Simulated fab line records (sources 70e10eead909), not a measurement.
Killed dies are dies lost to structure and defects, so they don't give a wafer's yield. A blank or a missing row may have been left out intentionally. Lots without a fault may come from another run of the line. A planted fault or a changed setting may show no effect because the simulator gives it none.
Problem report in the 8D (eight disciplines) form, filled by code :: flow nand harc :: the parts of the form that need people (team, actions taken, sign-off) are left out

## 1. WHAT IS WRONG
At NHARC_END_SORT_01, killed at array averages 668 over 3 wafers from 3 lots, while fault-free wafers read 25, standard deviation 9.5. Measured from the usual mean, that is +68 standard deviations.
Earliest sighting: wafer L563.1 on prober-02 at day 23 07:20. At this step, 11 wafers from 4 lots have a number in the record. The rule behind "out" and "out of limits": a value lying over 4 standard deviations away from the usual mean. Any other wafer with a number is counted as sound.

## 2. WHAT IT IS, AND WHAT IT ISN'T
question: which readings at this step
is: killed at array, killed dies
is not: killed at other, killed at periphery, killed short

question: which lots
is: L563, L569, L570
is not: L564

question: which wafers of those lots
is: L563.1, L569.3, L570.3
is not: L563.5, L569.2, L569.6, L570.2, L570.6

question: read on which gauges
is: prober-01, prober-02
is not: -

question: when
is: from day 23 07:20
is not: up to then (3 sound wafers); but 5 sound wafers of L563, L569, L570 came after

## 3. SUSPECTS, AND WHAT RULES EACH OUT
Counting: if a tool at a process step up to the reading ran every lot that is out, it stays a suspect. Sound lots after the first of them don't rule it out here, since some wafers of a struck lot are sound.
- the gauge at NHARC_END_SORT_01: ruled out. 2 gauges (prober-01, prober-02) read the wafers that are out.
- rie diel-05 at NHARC_A_SGD_CUT_ETCHBACK_24 (etches the open film in CH3F/O2, target depth 50 nm, time 92.857 s): kept. It ran every lot that is out, first L563 (day 18 01:56). Its own readings are out on those wafers: run length s.
The count leaves rie diel-05 at NHARC_A_SGD_CUT_ETCHBACK_24.

## 4. THE CAUSE (what the simulator had put in)
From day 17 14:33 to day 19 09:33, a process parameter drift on rie diel-05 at NHARC_A_SGD_CUT_ETCHBACK_24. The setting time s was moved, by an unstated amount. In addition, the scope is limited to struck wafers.
Only this tool survived the counting.

## 5. SEQUENCE OF EFFECTS, ordered by route
One row per reading whose mean, taken over the struck wafers that have a number, lies over 3 standard deviations from the usual. Readings are gone through only where the record gives a usual standard deviation; hours: the median, over the lots, of the time from a lot's start at the first step in this table giving one to that lot's start at this step; sigmas: the change measured in usual standard deviations.
hours: 0
step: NHARC_A_SGD_CUT_ETCHBACK_24
reading: run length s
usual: 114.2 s
on struck wafers: 88.3
change: -25.9
sigmas: -58

hours: 125
step: NHARC_END_SORT_01
reading: killed at array
usual: 25
on struck wafers: 668
change: +643
sigmas: +68

hours: 125
step: NHARC_END_SORT_01
reading: killed dies
usual: 29
on struck wafers: 674
change: +645
sigmas: +64
Process steps it contains:
- NHARC_A_SGD_CUT_ETCHBACK_24: etches the open film in CH3F/O2, target depth 50 nm, time 92.857 s.

## 6. HOW IT WOULD HAVE BEEN CAUGHT EARLIER
The first out-of-limits reading at a measuring or inspecting step in this record came at day 23 07:20, 137 hours after the fault's start at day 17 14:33.
Tool's own readings at NHARC_A_SGD_CUT_ETCHBACK_24, run length s: out on all struck wafers the step has rows for; an alarm limit on them would have tripped on the first.
The start of NHARC_A_SGD_CUT_ETCHBACK_24 on rie diel-05 came by day 23 07:20 for every one of the lots that are out (3). None of them would have been spared by holding the tool at that moment.
